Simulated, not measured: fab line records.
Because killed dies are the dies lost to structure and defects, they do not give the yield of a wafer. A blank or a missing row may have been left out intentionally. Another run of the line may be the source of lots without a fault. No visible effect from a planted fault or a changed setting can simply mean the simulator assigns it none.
2 desks looking at one fault | flow n5_finfet | numbers are kept per desk, each desk with only its own; the story behind them comes last

## AT THE METROLOGY DESK
Means of the sampled wafers that have a number, per lot and without regard to the tool the lot ran on: this is what the gauges read. A lot is out of limits, marked OUT, if its mean lies more than 4 standard deviations from the usual mean; the brackets give that distance. It has 17 readings, of which 7 appear: the earliest out of limits, and the ones furthest out on some lot.
Columns: A = DIBL_N at N5_BEOL_M4_RC_MEAS_101, usual 36.1 mV/V; B = IOFF_N at N5_BEOL_M4_RC_MEAS_101, usual 0.16 nA/um; C = IOFF_N_85C at N5_BEOL_M4_RC_MEAS_101, usual 3.1 nA/um; D = IOFF_P at N5_BEOL_M4_RC_MEAS_101, usual 0.21 nA/um; E = IOFF_P_85C at N5_BEOL_M4_RC_MEAS_101, usual 3.6 nA/um; F = SS_N at N5_BEOL_M4_RC_MEAS_101, usual 71.4 mV/dec; G = SS_P at N5_BEOL_M4_RC_MEAS_101, usual 73.3 mV/dec
lot  | first seen here | A              | B                       | C                       | D                      | E                      | F                       | G
L147 | day 8 07:15     | 36.3           | 0.17                    | 3.1                     | 0.21                   | 3.6                    | 71.6                    | 73.7
L148 | day 8 07:31     | 36.7           | 0.17                    | 3.3                     | 0.22                   | 3.8                    | 72.0                    | 73.3
L152 | day 9 10:52     | 38.6           | 0.19                    | 3.6                     | 0.25                   | 4.4                    | 71.9                    | 74.1
L155 | day 10 12:10    | 37.4           | 0.15                    | 2.9                     | 0.23                   | 3.8                    | 71.7                    | 73.2
L157 | day 10 18:57    | 35.4           | 0.14                    | 2.9                     | 0.17                   | 3.1                    | 71.1                    | 73.0
L161 | day 11 13:50    | 36.5           | 0.17                    | 3.4                     | 0.21                   | 3.6                    | 71.8                    | 73.4
L163 | day 12 10:47    | 85.3 (+31) OUT | 14.43 (+99 or more) OUT | 137.4 (+99 or more) OUT | 8.23 (+99 or more) OUT | 78.5 (+99 or more) OUT | 131.0 (+99 or more) OUT | 112.7 (+63) OUT
L165 | day 12 17:00    | 36.9           | 0.16                    | 3.3                     | 0.22                   | 3.9                    | 71.6                    | 73.8
L169 | day 13 13:10    | 37.0           | 0.18                    | 3.5                     | 0.25                   | 4.2                    | 71.4                    | 72.9
L170 | day 13 22:20    | 35.7           | 0.18                    | 3.4                     | 0.22                   | 3.7                    | 71.6                    | 73.8
Per this desk, out of limits: L163; the first was L163, day 12 10:47 (DIBL_N at N5_BEOL_M4_RC_MEAS_101). L147, L148, L152, L155, L157, L161, L165, L169, L170 stayed within limits.

## AT THE TOOL OWNER'S DESK: pvd_sputter-01
The tool's own readings at N5_BEOL_M1_SPUTTER_48 (material Cu, target thk 4.5 nm, time 8.29 s): means of the sampled wafers that have a number, for each lot that ran on this tool. A lot is out of limits, marked OUT, if its mean lies more than 4 standard deviations from the usual mean; the brackets give that distance.
Columns: A = chamber_pressure_pa at N5_BEOL_M1_SPUTTER_48, usual 0.07 Pa; B = throttle_valve_pct at N5_BEOL_M1_SPUTTER_48, usual 30.0 %
lot  | first seen here | A    | B
L148 | day 6 15:29     | 0.07 | 30.0
L152 | day 7 13:02     | 0.07 | 30.2
L155 | day 8 12:13     | 0.07 | 29.9
L163 | day 10 11:01    | 0.07 | 30.4
Result from this desk: across the 4 lots, nothing is out of limits.

## ALL TOGETHER
The metrology desk could have raised an alarm at day 12 10:47, on L163.
Nothing out of limits was seen by the tool owner's desk.
The tool owner's desk has L163 on record, within its limits.
Of the lots named, all ran N5_BEOL_M1_SPUTTER_48 on pvd_sputter-01.

## WHAT THE SIMULATOR PUT IN
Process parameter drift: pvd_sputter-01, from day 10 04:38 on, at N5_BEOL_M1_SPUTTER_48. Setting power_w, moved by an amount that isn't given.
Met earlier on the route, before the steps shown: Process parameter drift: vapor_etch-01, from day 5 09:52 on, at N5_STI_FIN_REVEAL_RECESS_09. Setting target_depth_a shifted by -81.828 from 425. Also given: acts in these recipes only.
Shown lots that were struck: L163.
Per desk, hours elapsed from the start of the fault to the first reading out of limits: for the metrology desk, 54.
